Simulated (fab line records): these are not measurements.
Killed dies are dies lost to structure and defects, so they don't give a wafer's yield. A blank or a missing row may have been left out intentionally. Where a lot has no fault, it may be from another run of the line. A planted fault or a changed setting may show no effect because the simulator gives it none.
Split-lot trial :: flow n5 finfet :: route with 1938 steps; 7 lots, 21 wafers read

== ABOUT THE SPLIT ==
At N5_BEOL_M11_PECVD_70 (deposits SiO2 from TEOS/O2, target thk 20 nm, time 22.7 s), the setting time s was moved away from the recipe's 22.7 s on 7 of the 21 wafers read, by -13.7% to +9.6%. This setting was run at the recipe's value on the other wafers.

Reading taken at the split's own step.

== THE READING ==
SiO2_of_BEOL_M11_PECVD_70.thk nm (the simulator's own value, which no gauge read), in nm, at N5_BEOL_M11_PECVD_70 (deposits SiO2 from TEOS/O2, target thk 20 nm, time 22.7 s). The file does not state a usual value for it. Average 20.1 nm, standard deviation 0.37 nm, over the 14 wafers here run with the recipe.

wafer: L076.1
tool, chamber at the split: pecvd-03, 0
time s as run, s: 22.7
against the recipe: recipe
SiO2_of_BEOL_M11_PECVD_70.thk nm, nm: 19.8
against lot-mates on the recipe: -

wafer: L076.2
tool, chamber at the split: pecvd-03, 1
time s as run, s: 22.7
against the recipe: recipe
SiO2_of_BEOL_M11_PECVD_70.thk nm, nm: 19.4
against lot-mates on the recipe: -

wafer: L076.5
tool, chamber at the split: pecvd-03, 0
time s as run, s: 19.59
against the recipe: -13.7%
SiO2_of_BEOL_M11_PECVD_70.thk nm, nm: 17.2
against lot-mates on the recipe: -2.4

wafer: L077.4
tool, chamber at the split: pecvd-01, 1
time s as run, s: 22.7
against the recipe: recipe
SiO2_of_BEOL_M11_PECVD_70.thk nm, nm: 20
against lot-mates on the recipe: -

wafer: L077.5
tool, chamber at the split: pecvd-01, 2
time s as run, s: 23.94
against the recipe: +5.5%
SiO2_of_BEOL_M11_PECVD_70.thk nm, nm: 21.2
against lot-mates on the recipe: +1.2

wafer: L077.6
tool, chamber at the split: pecvd-01, 0
time s as run, s: 23.94
against the recipe: +5.5%
SiO2_of_BEOL_M11_PECVD_70.thk nm, nm: 20.8
against lot-mates on the recipe: +0.8

wafer: L082.1
tool, chamber at the split: pecvd-02, 1
time s as run, s: 22.7
against the recipe: recipe
SiO2_of_BEOL_M11_PECVD_70.thk nm, nm: 20
against lot-mates on the recipe: -

wafer: L082.2
tool, chamber at the split: pecvd-02, 2
time s as run, s: 22.7
against the recipe: recipe
SiO2_of_BEOL_M11_PECVD_70.thk nm, nm: 19.6
against lot-mates on the recipe: -

wafer: L082.5
tool, chamber at the split: pecvd-02, 2
time s as run, s: 22.7
against the recipe: recipe
SiO2_of_BEOL_M11_PECVD_70.thk nm, nm: 20.2
against lot-mates on the recipe: -

wafer: L084.2
tool, chamber at the split: pecvd-03, 2
time s as run, s: 22.7
against the recipe: recipe
SiO2_of_BEOL_M11_PECVD_70.thk nm, nm: 20.2
against lot-mates on the recipe: -

wafer: L084.5
tool, chamber at the split: pecvd-03, 1
time s as run, s: 22.7
against the recipe: recipe
SiO2_of_BEOL_M11_PECVD_70.thk nm, nm: 20
against lot-mates on the recipe: -

wafer: L084.6
tool, chamber at the split: pecvd-03, 2
time s as run, s: 22.7
against the recipe: recipe
SiO2_of_BEOL_M11_PECVD_70.thk nm, nm: 20.6
against lot-mates on the recipe: -

wafer: L089.1
tool, chamber at the split: pecvd-01, 0
time s as run, s: 22.7
against the recipe: recipe
SiO2_of_BEOL_M11_PECVD_70.thk nm, nm: 19.6
against lot-mates on the recipe: -

wafer: L089.4
tool, chamber at the split: pecvd-01, 1,2
time s as run, s: 22.7
against the recipe: recipe
SiO2_of_BEOL_M11_PECVD_70.thk nm, nm: 20.6
against lot-mates on the recipe: -

wafer: L089.6
tool, chamber at the split: pecvd-01, 1,2
time s as run, s: 22.7
against the recipe: recipe
SiO2_of_BEOL_M11_PECVD_70.thk nm, nm: 20.6
against lot-mates on the recipe: -

wafer: L093.2
tool, chamber at the split: pecvd-02, 1
time s as run, s: 24.87
against the recipe: +9.6%
SiO2_of_BEOL_M11_PECVD_70.thk nm, nm: 21.4
against lot-mates on the recipe: +1.4

wafer: L093.4
tool, chamber at the split: pecvd-02, 0
time s as run, s: 22.7
against the recipe: recipe
SiO2_of_BEOL_M11_PECVD_70.thk nm, nm: 20
against lot-mates on the recipe: -

wafer: L093.5
tool, chamber at the split: pecvd-02, 2
time s as run, s: 24.87
against the recipe: +9.6%
SiO2_of_BEOL_M11_PECVD_70.thk nm, nm: 21.6
against lot-mates on the recipe: +1.6

wafer: L094.1
tool, chamber at the split: pecvd-03, 0
time s as run, s: 20.06
against the recipe: -11.6%
SiO2_of_BEOL_M11_PECVD_70.thk nm, nm: 18
against lot-mates on the recipe: -2.4

wafer: L094.2
tool, chamber at the split: pecvd-03, 1
time s as run, s: 20.06
against the recipe: -11.6%
SiO2_of_BEOL_M11_PECVD_70.thk nm, nm: 17.6
against lot-mates on the recipe: -2.8

wafer: L094.4
tool, chamber at the split: pecvd-03, 1
time s as run, s: 22.7
against the recipe: recipe
SiO2_of_BEOL_M11_PECVD_70.thk nm, nm: 20.4
against lot-mates on the recipe: -
Where a row lists several chambers, the file gives one row for several wafers and doesn't say which wafer went through which chamber.

THE FIT
A straight line over all 21 wafers: SiO2_of_BEOL_M11_PECVD_70.thk nm changes by +0.184 nm for each +1% of time s; r = +0.95; the points scatter about the line by 0.36 nm.
The same after taking each lot's own level away (the mean of its wafers on the recipe; 21 wafers): +0.189 nm for each +1%; r = +0.97; scatter 0.31 nm.
Per that fit: largest time s move, reading shift of 2.6 nm.
Measured against the standard deviation above, the lots' own levels, which go from 19.60 to 20.40 nm, span 2.1 times it.
The two slopes are in agreement: the lot-to-lot level therefore moves the slope only a little.
Check: -2.76 nm against its lot-mates is what the line predicts for one of the wafers moved furthest among these (-13.7%) when that wafer is left out of the fit. Against them it came out at -2.4 nm.

== ADDITIONAL SPLITS CARRIED BY THESE WAFERS ==
Note: prior to the reading, these wafers also went through further splits. Each is held against what the fit with the lots' levels taken away leaves over:
other split on the same wafers: N5_BEOL_M9_EXPOSE_08 dose mj
wafers away from the commonest value: 8
r with SiO2_of_BEOL_M11_PECVD_70.thk nm (lot level and that fit taken away): +0.21

other split on the same wafers: N5_BEOL_M9_STRIP_19 power w
wafers away from the commonest value: 9
r with SiO2_of_BEOL_M11_PECVD_70.thk nm (lot level and that fit taken away): +0.22

other split on the same wafers: N5_BEOL_M10_PECVD_70 time s
wafers away from the commonest value: 7
r with SiO2_of_BEOL_M11_PECVD_70.thk nm (lot level and that fit taken away): +0.24

other split on the same wafers: N5_BEOL_M10_COAT_59 spin rpm
wafers away from the commonest value: 7
r with SiO2_of_BEOL_M11_PECVD_70.thk nm (lot level and that fit taken away): +0.01

== FILE'S OWN FIT ==
SiO2_of_BEOL_M11_PECVD_70.thk nm changes by +0.187 nm for each +1% of time s, r = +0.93.
